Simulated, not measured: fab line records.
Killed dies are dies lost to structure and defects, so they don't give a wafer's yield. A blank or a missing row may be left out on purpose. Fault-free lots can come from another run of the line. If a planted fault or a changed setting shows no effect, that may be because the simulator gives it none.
fab line records :: flow n5Finfet
record
  lots=7
  wafers=39
route steps=1938 shown MOL_CONTACT_COAG@532
startH: hours from the record's first day to the start of the lot's first wafer shown :: waitH: how many hours have passed since the lot's step before this one :: " same as the row above :: L1.1+2: several wafers, shown together as one row :: - no value present, or no start provided :: * or withheld: withheld :: < > ~ a bound
route shown NAME@n: NAME is a module with steps in the file, n the number in the route of the first one :: usual: mean/standard deviation taken from wafers without a fault :: same: alike in all rows :: chamber/n: place in a boat :: sites: per-site readings :: _std_site: how widely they spread, as a standard deviation :: _edge_site: outer sites' mean less inner sites' :: radiusMm: for every site, how far away it sits from the centre of the wafer :: mask NAME#n: copy n :: behind: the last tool/chamber to shape the wafer :: hold: why the lot went on hold/how many hours it stayed there/how the hold came to an end :: device: transistor that didn't switch, given as n, p or np :: end of line: tests run on the same wafers once the route is complete :: a step without rows: its recipe alone :: killed: the dies lost at the first sort to structure and to defects; this is not the yield of the wafer :: map: the dies of a wafer, with x for killed, . for not killed, _ for no die there
set.NAME: the setting that was run; set.NAME@STEP: the one run at that earlier step :: model.NAME: the simulator's own value behind a step, which no gauge read
one table per step and one row per wafer, for lots whose settings were changed on purpose
## steps
# step N5_MOL_CONTACT_COAG_ETCH_106
# recipe
  chemistry=N2/H2
  target=SOC
  targetDepthA=800
  overetchA=160
  maskMaterial=SiARC
  tempC=40
  timeS=120
  ionEnergyEv=200
  pressureMtorr=30
  sourceW=840
  biasW=150
  n2FlowSccm=200
  h2FlowSccm=200
lot.wafer: L074.1
tool: rieDiel-05
chamber: 2
startH: 87.38
waitH: 0.0
set.targetDepthA: 800
model.SiARC_of_MOL_CONTACT_COAG_COAT_104.thkNm: 6.4

lot.wafer: L074.2+6
tool: rieDiel-05
chamber: 1,2
startH: 87.38
waitH: 0.0
set.targetDepthA: 800
model.SiARC_of_MOL_CONTACT_COAG_COAT_104.thkNm: 6.2

lot.wafer: L076.1+2
tool: rieDiel-05
chamber: 3,2
startH: 103.41
waitH: 0.0
set.targetDepthA: 851.6
model.SiARC_of_MOL_CONTACT_COAG_COAT_104.thkNm: 6.2

lot.wafer: L076.3
tool: rieDiel-05
chamber: 0
startH: 103.41
waitH: 0.0
set.targetDepthA: 800
model.SiARC_of_MOL_CONTACT_COAG_COAT_104.thkNm: 6.2

lot.wafer: L076.4+5
tool: rieDiel-05
chamber: 3,2
startH: 103.41
waitH: 0.0
set.targetDepthA: 800
model.SiARC_of_MOL_CONTACT_COAG_COAT_104.thkNm: 6.4

lot.wafer: L076.6
tool: rieDiel-05
chamber: 0
startH: 103.41
waitH: 0.0
set.targetDepthA: 851.6
model.SiARC_of_MOL_CONTACT_COAG_COAT_104.thkNm: 6

lot.wafer: L086.1+3+5
tool: rieDiel-01
chamber: 1,0,0
startH: 167.85
waitH: 0.0
set.targetDepthA: 855.9
model.SiARC_of_MOL_CONTACT_COAG_COAT_104.thkNm: 6

lot.wafer: L086.2+6
tool: rieDiel-01
chamber: 3,1
startH: 167.85
waitH: 0.0
set.targetDepthA: 800
model.SiARC_of_MOL_CONTACT_COAG_COAT_104.thkNm: 6.4

lot.wafer: L086.4
tool: rieDiel-01
chamber: 2
startH: 167.85
waitH: 0.0
set.targetDepthA: 800
model.SiARC_of_MOL_CONTACT_COAG_COAT_104.thkNm: 6.6

lot.wafer: L089.1
tool: rieDiel-05
chamber: 1
startH: 177.72
waitH: 0.0
set.targetDepthA: 754.1
model.SiARC_of_MOL_CONTACT_COAG_COAT_104.thkNm: 6.8

lot.wafer: L089.2+5
tool: rieDiel-05
chamber: 0,3
startH: 177.72
waitH: 0.0
set.targetDepthA: 754.1
model.SiARC_of_MOL_CONTACT_COAG_COAT_104.thkNm: 6.6

lot.wafer: L089.3+4
tool: rieDiel-05
chamber: 3,2
startH: 177.72
waitH: 0.0
set.targetDepthA: 800
model.SiARC_of_MOL_CONTACT_COAG_COAT_104.thkNm: 6.4

lot.wafer: L089.6
tool: rieDiel-05
chamber: 0
startH: 177.72
waitH: 0.0
set.targetDepthA: 800
model.SiARC_of_MOL_CONTACT_COAG_COAT_104.thkNm: 6.2

lot.wafer: L091.1+3
tool: rieDiel-04
chamber: 0,2
startH: 189.51
waitH: 0.0
set.targetDepthA: 901.9
model.SiARC_of_MOL_CONTACT_COAG_COAT_104.thkNm: 5.8

lot.wafer: L091.2
tool: rieDiel-04
chamber: 1
startH: 189.51
waitH: 0.0
set.targetDepthA: 901.9
model.SiARC_of_MOL_CONTACT_COAG_COAT_104.thkNm: 5.6

lot.wafer: L091.4+5+6
tool: rieDiel-04
chamber: 3,3,0
startH: 189.51
waitH: 0.0
set.targetDepthA: 800
model.SiARC_of_MOL_CONTACT_COAG_COAT_104.thkNm: 6.4

lot.wafer: L094.1+4+6
tool: rieDiel-01
chamber: 3,0,0
startH: 209.12
waitH: 0.0
set.targetDepthA: 800
model.SiARC_of_MOL_CONTACT_COAG_COAT_104.thkNm: 6.2

lot.wafer: L094.2+3+5
tool: rieDiel-01
chamber: 2,1,3
startH: 209.12
waitH: 0.0
set.targetDepthA: 800
model.SiARC_of_MOL_CONTACT_COAG_COAT_104.thkNm: 6.4

lot.wafer: L097.1+2+3+4+5
tool: rieDiel-01
chamber: 1,2,0,2,1
startH: 225.70
waitH: 0.0
set.targetDepthA: 800
model.SiARC_of_MOL_CONTACT_COAG_COAT_104.thkNm: 6.4

lot.wafer: L097.6
tool: rieDiel-01
chamber: 0
startH: 225.70
waitH: 0.0
set.targetDepthA: 800
model.SiARC_of_MOL_CONTACT_COAG_COAT_104.thkNm: 6.2
# step N5_MOL_CONTACT_COAG_SPUTTER_130
# recipe
  material=Co
  targetThkA=475
  tempC=25
  chamberPressurePa=0.5
  powerW=3000
lot.wafer: L074.1+6
tool: pvdSputter-02
chamber: -
startH: 93.86
waitH: 0.0
set.powerW: 3000
model.Co_of_MOL_CONTACT_COAG_SPUTTER_130.thkNm: 47.4

lot.wafer: L074.2
tool: pvdSputter-02
chamber: -
startH: 93.86
waitH: 0.0
set.powerW: 3000
model.Co_of_MOL_CONTACT_COAG_SPUTTER_130.thkNm: 47.2

lot.wafer: L076.1+4
tool: pvdSputter-03
chamber: -
startH: 108.42
waitH: 0.0
set.powerW: 3217
model.Co_of_MOL_CONTACT_COAG_SPUTTER_130.thkNm: 50.4

lot.wafer: L076.2
tool: pvdSputter-03
chamber: -
startH: 108.42
waitH: 0.0
set.powerW: 3000
model.Co_of_MOL_CONTACT_COAG_SPUTTER_130.thkNm: 46.8

lot.wafer: L076.3+6
tool: pvdSputter-03
chamber: -
startH: 108.42
waitH: 0.0
set.powerW: 3000
model.Co_of_MOL_CONTACT_COAG_SPUTTER_130.thkNm: 47

lot.wafer: L076.5
tool: pvdSputter-03
chamber: -
startH: 108.42
waitH: 0.0
set.powerW: 3217
model.Co_of_MOL_CONTACT_COAG_SPUTTER_130.thkNm: 50.2

lot.wafer: L086.1+2+3+4+5
tool: pvdSputter-02
chamber: -
startH: 173.29
waitH: 0.0
set.powerW: 3000
model.Co_of_MOL_CONTACT_COAG_SPUTTER_130.thkNm: 46.4

lot.wafer: L086.6
tool: pvdSputter-02
chamber: -
startH: 173.29
waitH: 0.0
set.powerW: 3000
model.Co_of_MOL_CONTACT_COAG_SPUTTER_130.thkNm: 46.6

lot.wafer: L089.1
tool: pvdSputter-01
chamber: -
startH: 183.30
waitH: 0.0
set.powerW: 3164
model.Co_of_MOL_CONTACT_COAG_SPUTTER_130.thkNm: 49.4

lot.wafer: L089.2
tool: pvdSputter-01
chamber: -
startH: 183.30
waitH: 0.0
set.powerW: 3164
model.Co_of_MOL_CONTACT_COAG_SPUTTER_130.thkNm: 50

lot.wafer: L089.3
tool: pvdSputter-01
chamber: -
startH: 183.30
waitH: 0.0
set.powerW: 3164
model.Co_of_MOL_CONTACT_COAG_SPUTTER_130.thkNm: 49.6

lot.wafer: L089.4
tool: pvdSputter-01
chamber: -
startH: 183.30
waitH: 0.0
set.powerW: 3000
model.Co_of_MOL_CONTACT_COAG_SPUTTER_130.thkNm: 47.4

lot.wafer: L089.5
tool: pvdSputter-01
chamber: -
startH: 183.30
waitH: 0.0
set.powerW: 3000
model.Co_of_MOL_CONTACT_COAG_SPUTTER_130.thkNm: 47.8

lot.wafer: L089.6
tool: pvdSputter-01
chamber: -
startH: 183.30
waitH: 0.0
set.powerW: 3000
model.Co_of_MOL_CONTACT_COAG_SPUTTER_130.thkNm: 47.6

lot.wafer: L091.1+3+6
tool: pvdSputter-01
chamber: -
startH: 196.15
waitH: 0.0
set.powerW: 3000
model.Co_of_MOL_CONTACT_COAG_SPUTTER_130.thkNm: 46.6

lot.wafer: L091.2
tool: pvdSputter-01
chamber: -
startH: 196.15
waitH: 0.0
set.powerW: 3000
model.Co_of_MOL_CONTACT_COAG_SPUTTER_130.thkNm: 46.8

lot.wafer: L091.4
tool: pvdSputter-01
chamber: -
startH: 196.15
waitH: 0.0
set.powerW: 3000
model.Co_of_MOL_CONTACT_COAG_SPUTTER_130.thkNm: 46.2

lot.wafer: L091.5
tool: pvdSputter-01
chamber: -
startH: 196.15
waitH: 0.0
set.powerW: 3000
model.Co_of_MOL_CONTACT_COAG_SPUTTER_130.thkNm: 46.4

lot.wafer: L094.1+5
tool: pvdSputter-03
chamber: -
startH: 215.88
waitH: 0.0
set.powerW: 2663
model.Co_of_MOL_CONTACT_COAG_SPUTTER_130.thkNm: 42.2

lot.wafer: L094.2
tool: pvdSputter-03
chamber: -
startH: 215.88
waitH: 0.0
set.powerW: 3000
model.Co_of_MOL_CONTACT_COAG_SPUTTER_130.thkNm: 47.2

lot.wafer: L094.3
tool: pvdSputter-03
chamber: -
startH: 215.88
waitH: 0.0
set.powerW: 3000
model.Co_of_MOL_CONTACT_COAG_SPUTTER_130.thkNm: 47.6

lot.wafer: L094.4
tool: pvdSputter-03
chamber: -
startH: 215.88
waitH: 0.0
set.powerW: 3000
model.Co_of_MOL_CONTACT_COAG_SPUTTER_130.thkNm: 47.4

lot.wafer: L094.6
tool: pvdSputter-03
chamber: -
startH: 215.88
waitH: 0.0
set.powerW: 2663
model.Co_of_MOL_CONTACT_COAG_SPUTTER_130.thkNm: 42.4

lot.wafer: L097.1
tool: pvdSputter-01
chamber: -
startH: 229.80
waitH: 0.0
set.powerW: 3000
model.Co_of_MOL_CONTACT_COAG_SPUTTER_130.thkNm: 46.6

lot.wafer: L097.2
tool: pvdSputter-01
chamber: -
startH: 229.80
waitH: 0.0
set.powerW: 2436
model.Co_of_MOL_CONTACT_COAG_SPUTTER_130.thkNm: 37.6

lot.wafer: L097.3
tool: pvdSputter-01
chamber: -
startH: 229.80
waitH: 0.0
set.powerW: 3000
model.Co_of_MOL_CONTACT_COAG_SPUTTER_130.thkNm: 46.2

lot.wafer: L097.4
tool: pvdSputter-01
chamber: -
startH: 229.80
waitH: 0.0
set.powerW: 2436
model.Co_of_MOL_CONTACT_COAG_SPUTTER_130.thkNm: 38

lot.wafer: L097.5
tool: pvdSputter-01
chamber: -
startH: 229.80
waitH: 0.0
set.powerW: 2436
model.Co_of_MOL_CONTACT_COAG_SPUTTER_130.thkNm: 37.4

lot.wafer: L097.6
tool: pvdSputter-01
chamber: -
startH: 229.80
waitH: 0.0
set.powerW: 3000
model.Co_of_MOL_CONTACT_COAG_SPUTTER_130.thkNm: 46.4
## key
split
  step=N5_MOL_CONTACT_COAG_ETCH_106
  setting=targetDepthA
  stated=800
  by=wafer
response
  step=N5_MOL_CONTACT_COAG_ETCH_106
  reading=model.SiARC_of_MOL_CONTACT_COAG_COAT_104.thkNm
  change=-0.0524
  per=1%
  r=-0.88
split
  step=N5_MOL_CONTACT_COAG_SPUTTER_130
  setting=powerW
  stated=3000
  by=wafer
response
  step=N5_MOL_CONTACT_COAG_SPUTTER_130
  reading=model.Co_of_MOL_CONTACT_COAG_SPUTTER_130.thkNm
  change=+0.459
  per=1%
  r=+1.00
